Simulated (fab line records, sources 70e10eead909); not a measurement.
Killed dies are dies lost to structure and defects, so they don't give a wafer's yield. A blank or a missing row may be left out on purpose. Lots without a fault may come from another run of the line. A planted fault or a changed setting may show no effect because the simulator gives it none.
fab line records | flow nand_harc
record lots=13 wafers=39 last_day=24
route steps=1159 shown P_BONDPAD@380 A_ONON_D1@425 A_CHANNEL_HOLE_D1@451 END@1159
lots that met no fault: from a run of the same line without faults
start_h: hours from the record's first day to the start of the lot's first wafer shown | wait_h: hours since the lot's step before | " the same as in the row above | L1.1+2: a row that stands for several wafers | - no value, or no start given | * or withheld: withheld | < > ~ a bound
route shown NAME@n: a module of which the file shows steps, and the number in the route of the first | usual: mean/standard deviation of fault-free wafers | same: alike in all rows | chamber/n: place in a boat | sites: the reading at each site | _std_site: their standard deviation | _edge_site: outer sites' mean less inner sites' | radius_mm: how far each site lies from the wafer's centre | mask NAME#n: copy n | behind: the tool/chamber that last shaped the wafer | hold: why the lot was held/for how many hours/how that ended | device: the transistor (n, p or np) that didn't switch | end of line: the same wafers' tests at the end of the route | a step without rows: its recipe alone | killed: dies lost to structure and defects at the first sort, not the wafer's yield | map: a wafer's dies, x killed, . not, _ none there
set.NAME: the setting as run; set.NAME@STEP: as run at that earlier step | model.NAME: the simulator's own value behind a step, which no gauge read
steps of the route over a sample of lots; a table a step, a row a wafer
services: from which hour (start_h, from the record's first day; less than 0 if before it) a tool's chamber was out of use, for how many hours, and why
## steps
# step NHARC_P_BONDPAD_CMP_19
# recipe t_overpolish_s=30 cu_recess_touch_s=16 target_thk_nm=160.81
# usual motor_current_A=12.1/1.3 overpolish_run_s=29.999/0.0089
# same cu_recess_touch_s=16
# columns lot.wafer tool chamber start_h wait_h motor_current_A overpolish_run_s
L851.3 cmp-02 0 148.81 - 11.1 29.991
L851.1 " 1 " " 11.5 29.995
L851.6 " 3 " " 12.4 29.986
L854.1 cmp-03 0 150.59 - 11.2 29.995
L854.6 " 2 " " 14.3 29.986
L854.5 " 3 " " 11.9 30.001
L855.1 cmp-02 0 162.45 - 11.3 30.007
L855.2 " 1 " " 11.7 30.001
L855.6 " 1 " " 12.0 29.992
L858.1 cmp-01 1 178.93 - 11.5 29.985
L858.4 " 2 " " 12.7 30.000
L858.6 " 0 " " 11.7 30.003
L860.2 cmp-01 0 183.74 - 11.8 29.995
L860.4 " 1 " " 12.1 30.000
L860.6 " 3 " " 12.8 29.998
L864.3 cmp-01 1 208.76 - 12.1 30.002
L864.2 " 3 " " 12.4 29.994
L864.6 " 1 " " 11.8 29.988
L861.2 cmp-02 3 209.33 - 11.6 29.994
L861.3 " 1 " " 11.0 30.008
L861.1 " 2 " " 9.6 29.998
L863.1 cmp-03 2 211.67 - 14.0 29.990
L863.4 " 0 " " 11.4 30.000
L863.6 " 2 " " 14.6 29.999
L865.1 cmp-03 0 227.59 - 11.0 30.004
L865.4 " 1 " " 15.6 30.001
L865.6 " 0 " " 11.0 29.996
L869.4 cmp-02 3 242.57 - 11.4 29.982
L869.3 " 0 " " 11.3 29.983
L869.2 " 1 " " 11.2 30.011
L870.1 cmp-01 3 255.43 - 12.6 30.004
L870.2 " 1 " " 12.2 29.998
L870.5 " 3 " " 13.0 30.009
L872.2 cmp-02 0 272.46 - 11.8 30.010
L872.1 " 2 " " 9.7 30.011
L872.6 " 1 " " 11.7 29.995
L873.3 cmp-01 2 273.02 - 12.6 29.994
L873.4 " 3 " " 12.7 29.996
L873.6 " 2 " " 12.7 29.996
# step NHARC_A_ONON_D1_THK_MEAS_02
# recipe thk_meas_gauge=ellipsometry
# usual thk_nm=1000/9.6
# columns lot.wafer tool chamber start_h wait_h thk_nm
L854.1 film_metro-02 - 173.12 - 999
L854.5 " - " " 1000
L854.6 " - " " 1003
L851.1 film_metro-01 - 173.16 - 1007
L851.3 " - " " 1009
L851.6 " - " " 1007
L855.1 film_metro-02 - 188.13 - 990
L855.2 " - " " 991
L855.6 " - " " 989
L858.1 film_metro-01 - 201.82 - 1002
L858.4 " - " " 1002
L858.6 " - " " 1002
L860.2 film_metro-02 - 205.29 - 995
L860.4 " - " " 993
L860.6 " - " " 993
L863.1 film_metro-02 - 232.89 - 1002
L863.4 " - " " 1002
L863.6 " - " " 1001
L861.1 film_metro-02 - 232.93 - 993
L861.2 " - " " 991
L861.3 " - " " 992
L864.2 film_metro-02 - 233.23 - 1011
L864.3 " - " " 1010
L864.6 " - " " 1011
L865.1 film_metro-01 - 252.84 - 1010
L865.4 " - " " 1009
L865.6 " - " " 1009
L869.2 film_metro-01 - 266.90 - 996
L869.3 " - " " 995
L869.4 " - " " 995
L870.1 film_metro-02 - 278.81 - 992
L870.2 " - " " 990
L870.5 " - " " 991
L873.3 film_metro-02 - 296.72 - 1001
L873.4 " - " " 999
L873.6 " - " " 998
L872.1 film_metro-02 - 296.77 - 996
L872.2 " - " " 998
L872.6 " - " " 998
# step NHARC_A_ONON_D1_DEP_12
# recipe target_thk_a=10000 n2_flow_sccm=2750 n2o_flow_sccm=2000 nh3_flow_sccm=500 sih4_flow_sccm=210 temp_c=400
# columns lot.wafer tool chamber start_h wait_h
L854.1+5+6 pecvd_onon-02 0 174.87 0.1
L851.1+3+6 pecvd_onon-04 0 174.92 0.1
L855.1+2+6 pecvd_onon-01 0 189.88 0.1
L858.1+4+6 pecvd_onon-02 0 203.60 0.1
L860.2+4+6 pecvd_onon-02 0 207.11 0.1
L863.1+4+6 pecvd_onon-04 0 234.64 0.1
L861.1+2+3 pecvd_onon-02 0 234.78 0.1
L864.2+3+6 pecvd_onon-04 0 235.05 0.1
L865.1+4+6 pecvd_onon-01 0 254.63 0.1
L869.2+3+4 pecvd_onon-04 0 268.72 0.1
L870.1+2+5 pecvd_onon-01 0 280.58 0.1
L872.1+2+6 pecvd_onon-01 0 298.54 0.1
L873.3+4+6 pecvd_onon-04 0 298.60 0.2
# step NHARC_A_ONON_D1_THK_MEAS_14
# recipe thk_meas_gauge=ellipsometry
# usual thk_nm=1002/9.5
# columns lot.wafer tool chamber start_h wait_h thk_nm
L854.1 film_metro-02 - 175.39 - 1002
L854.5 " - " " 1002
L854.6 " - " " 1001
L851.1 film_metro-02 - 175.46 - 1012
L851.3 " - " " 1011
L851.6 " - " " 1009
L855.1 film_metro-01 - 190.39 - 1006
L855.2 " - " " 1005
L855.6 " - " " 1005
L858.1 film_metro-01 - 204.11 - 1003
L858.4 " - " " 1003
L858.6 " - " " 1003
L860.2 film_metro-02 - 207.56 - 392
L860.4 " - " " 391
L860.6 " - " " 391
L863.1 film_metro-01 - 235.15 - 1006
L863.4 " - " " 1008
L863.6 " - " " 1009
L861.1 film_metro-01 - 235.29 - 380
L861.2 " - " " 381
L861.3 " - " " 379
L864.2 film_metro-01 - 235.51 - 1019
L864.3 " - " " 1017
L864.6 " - " " 1017
L865.1 film_metro-02 - 255.14 - 998
L865.4 " - " " 998
L865.6 " - " " 996
L869.2 film_metro-02 - 269.17 - 1012
L869.3 " - " " 1014
L869.4 " - " " 1014
L870.1 film_metro-01 - 281.09 - 1000
L870.2 " - " " 1000
L870.5 " - " " 1003
L873.3 film_metro-01 - 299.00 - 989
L873.4 " - " " 988
L873.6 " - " " 987
L872.1 film_metro-01 - 299.05 - 998
L872.2 " - " " 998
L872.6 " - " " 998
# step NHARC_A_CHANNEL_HOLE_D1_DEP_01
# recipe target_thk_a=1400 target_thk_nm=140 temp_c=400 pressure_torr=3.5 flow_sccm=200 rf_w=350 material=SiON
# usual chamber_pressure_Torr=3.500/0.0083 heater_power_w=792/130 rf_fwd_power_W=348.3/1
# columns lot.wafer tool chamber start_h wait_h chamber_pressure_Torr heater_power_w rf_fwd_power_W
L854.1 pecvd-03 0 187.41 1.6 3.491 758 349.8
L854.5 " 1 " " 3.503 799 349.4
L854.6 " 2 " " 3.513 766 346.9
L851.3 pecvd-02 1 187.51 1.0 3.514 846 347.7
L851.1 " 0 " " 3.507 651 348.9
L851.6 " 2 " " 3.498 791 347.3
L855.1 pecvd-02 2 205.20 1.6 3.492 815 348.2
L855.2 " 0 " " 3.505 614 346.8
L855.6 " 0 " " 3.508 598 346.4
L858.1 pecvd-04 0 221.26 1.6 3.501 1030 348.1
L858.4 " 2 " " 3.511 706 348.1
L858.6 " 0 " " 3.515 1040 348.6
L863.1 pecvd-04 0 249.61 1.7 3.491 973 348.5
L863.6 " 1 " " 3.497 863 347.8
L863.4 " 0 " " 3.499 954 348.0
L864.2 pecvd-04 1 251.61 1.3 3.497 735 347.9
L864.3 " 0 " " 3.507 1045 348.1
L864.6 " 0 " " 3.512 1041 347.9
L865.1 pecvd-02 0 267.28 1.8 3.505 704 347.8
L865.6 " 1 " " 3.502 1009 348.2
L865.4 " 2 " " 3.504 807 350.7
L869.2 pecvd-04 2 283.69 1.5 3.507 768 348.0
L869.3 " 0 " " 3.506 931 349.6
L869.4 " 0 " " 3.503 934 347.8
L870.2 pecvd-02 0 293.06 1.3 3.497 626 348.1
L870.1 " 1 " " 3.491 982 348.9
L870.5 " 0 " " 3.490 639 348.6
L872.2 pecvd-02 2 313.17 1.3 3.486 779 347.9
L872.1 " 1 " " 3.490 938 348.4
L872.6 " 2 " " 3.500 777 347.8
L873.3 pecvd-03 1 313.46 1.0 3.494 777 350.1
L873.6 " 1 " " 3.507 807 350.3
L873.4 " 0 " " 3.510 675 349.3
# step NHARC_END_SORT_01
# recipe temp_c=25
# usual killed_at_array=28/10 killed_at_other=0.6/1.1 killed_at_periphery=3.6/2.6 killed_dies=32/10 killed_open=3.3/1.8 killed_short=1.9/1.4
# same gross_dies=677
# columns lot.wafer tool chamber start_h wait_h killed_at_array killed_at_other killed_at_periphery killed_dies killed_open killed_short
L860.2 prober-01 0 493.32 2.8 674 0 3 677 3 1
L860.4 prober-01 0 494.91 3.4 674 3 0 677 6 2
L860.6 prober-01 0 496.50 4.0 670 3 4 677 3 4
L865.1 prober-01 0 523.19 2.5 24 1 6 31 2 3
L865.4 prober-01 0 525.60 3.4 29 2 6 37 4 1
L865.6 prober-01 0 527.20 4.0 22 1 10 33 5 1
L861.1 prober-01 0 534.32 2.5 672 0 5 677 3 2
L861.2 prober-01 0 535.12 2.8 675 0 2 677 4 4
L861.3 prober-01 0 535.92 3.1 673 0 4 677 1 0
# killed by level:class
L860.2 A_ONON_D1:area_dep=662 A_CONTACT:chamber_film_flake=4 A_ZERO_WELL:chamber_film_flake=3 A_CHANNEL_HOLE_D1:chamber_film_flake=2 P_GATE:geometric_particle:open=1 A_STAIRCASE:geometric_particle:open=1 A_WL_FILL:geometric_particle:short=1 A_CONTACT:geometric_particle:open=1
L860.4 A_ONON_D1:area_dep=647 A_CHANNEL_HOLE_D1:chamber_film_flake=5 A_CONTACT:chamber_film_flake=5 A_CONTACT:geometric_particle:open=3 A_ZERO_WELL:chamber_film_flake=3 A_STAIRCASE:chamber_film_flake=3 THIN_TSV:chamber_film_flake=3 A_ONON_D1:geometric_particle:short=1
L860.6 A_ONON_D1:area_dep=654 A_CONTACT:chamber_film_flake=5 A_CONTACT:geometric_particle:open=3 A_CHANNEL_HOLE_D1:chamber_film_flake=3 THIN_TSV:chamber_film_flake=3 P_GATE:chamber_film_flake=2 A_STAIRCASE:chamber_film_flake=2 P_STI:geometric_particle:short=1
L865.1 A_CHANNEL_HOLE_D1:chamber_film_flake=19 P_M0:chamber_film_flake=4 P_STI:geometric_particle:short=1 A_ONON_D1:geometric_particle:short=1 A_CHANNEL_HOLE_D1:geometric_particle:open=1 A_CONTACT:geometric_particle:short=1 A_BLC:geometric_particle:open=1 P_GATE:chamber_film_flake=1
L865.4 A_CHANNEL_HOLE_D1:chamber_film_flake=20 P_M0:chamber_film_flake=4 A_STAIRCASE:chamber_film_flake=3 A_CONTACT:chamber_film_flake=2 THIN_TSV:chamber_film_flake=2 P_GATE:geometric_particle:short=1 P_M0:geometric_particle:open=1 A_ONON_D1:geometric_particle:open=1
L865.6 A_CHANNEL_HOLE_D1:chamber_film_flake=17 P_M0:chamber_film_flake=5 P_M2:geometric_particle:open=2 A_STAIRCASE:chamber_film_flake=2 P_GATE:geometric_particle:open=1 A_ONON_D1:geometric_particle:open=1 A_CHANNEL_HOLE_D1:geometric_particle:open=1 A_CHANNEL_FILL_D1:geometric_particle:short=1
L861.1 A_ONON_D1:area_dep=661 A_CHANNEL_HOLE_D1:chamber_film_flake=3 P_CONTACT:geometric_particle:open=2 A_CHANNEL_FILL_D1:chamber_film_flake=2 A_STAIRCASE:chamber_film_flake=2 A_CONTACT:chamber_film_flake=2 P_CONTACT:geometric_particle:short=1 P_M1:geometric_particle:short=1
L861.2 A_ONON_D1:area_dep=658 A_CHANNEL_HOLE_D1:chamber_film_flake=4 A_CHANNEL_HOLE_D1:geometric_particle:short=3 A_CONTACT:geometric_particle:open=2 A_SGD_CUT:chamber_film_flake=2 A_WL_FILL:chamber_film_flake=2 P_GATE:geometric_particle:short=1 A_WL_FILL:geometric_particle:open=1
L861.3 A_ONON_D1:area_dep=655 A_CHANNEL_HOLE_D1:chamber_film_flake=8 A_STAIRCASE:chamber_film_flake=4 A_CONTACT:chamber_film_flake=3 P_ZERO_WELL:chamber_film_flake=2 A_ONON_D1:geometric_particle:open=1 P_GATE:chamber_film_flake=1 P_BONDPAD:chamber_film_flake=1
## services
# columns tool chamber start_h hours kind
cmp-02 - 129.49 4.0 pm
pecvd-02 - 153.67 13.0 pm
cmp-02 - 155.45 0.8 repair
cmp-03 - 156.10 4.0 pm
pecvd-02 - 168.86 2.6 repair
cmp-03 - 176.31 1.0 repair
cmp-02 - 177.20 1.7 repair
cmp-01 - 179.50 4.0 pm
pecvd-04 0 186.26 3.5 repair
cmp-03 - 192.61 4.8 repair
pecvd_onon-01 - 195.24 13.0 pm
pecvd-04 - 195.37 13.0 pm
cmp-02 - 206.83 2.4 repair
cmp-01 - 209.96 3.3 repair
cmp-02 - 225.55 4.3 repair
cmp-02 - 229.89 4.0 pm
pecvd_onon-04 - 237.01 13.0 pm
cmp-03 - 247.34 1.6 repair
cmp-03 - 254.10 4.0 pm
cmp-03 - 264.82 13.2 repair
pecvd-03 - 265.38 2.1 repair
cmp-01 - 277.53 4.0 pm
pecvd_onon-02 - 292.33 13.0 pm
cmp-01 - 309.10 3.3 repair
## key
first_sign step=NHARC_A_ONON_D1_THK_MEAS_14 reading=thk_nm direction=down sigmas=65 usual=1002 struck=386
effect step=NHARC_END_SORT_01 reading=killed_at_array direction=up sigmas=63 usual=28 struck=673
more_kills_born_at NHARC_A_ONON_D1_DEP_12@pecvd_onon-02=3937
met_at NHARC_A_ONON_D1_DEP_12
struck_lots L860,L861
struck_wafers L860.2,L860.4,L860.6,L861.1,L861.2,L861.3
later_rows_left_out L860.2,L860.4,L860.6,L861.1,L861.2,L861.3
tester_left_out L860,L861
not_acting_at NHARC_P_BONDPAD_CMP_19,NHARC_A_ONON_D1_THK_MEAS_02,NHARC_A_CHANNEL_HOLE_D1_DEP_01
onset_between 203.60 207.11
fault kind=process_parameter_drift tool=pecvd_onon-02 chamber=0 onset_h=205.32 steps=NHARC_A_ONON_D1_DEP_12 channel=target_thk_a offset=* shape=step end_h=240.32 acts_in=* stated=*
# tester_left_out: of these lots the tester's yield and bins aren't shown, on N5 and GAA mostly nor the transistor test; their killed dies are dies lost to structure and defects alone, not to doping, threshold or leakage, so they don't give the yield
# later_rows_left_out: the simulator's readings of these wafers behind a module that went badly wrong aren't trusted and aren't shown, but for the sort
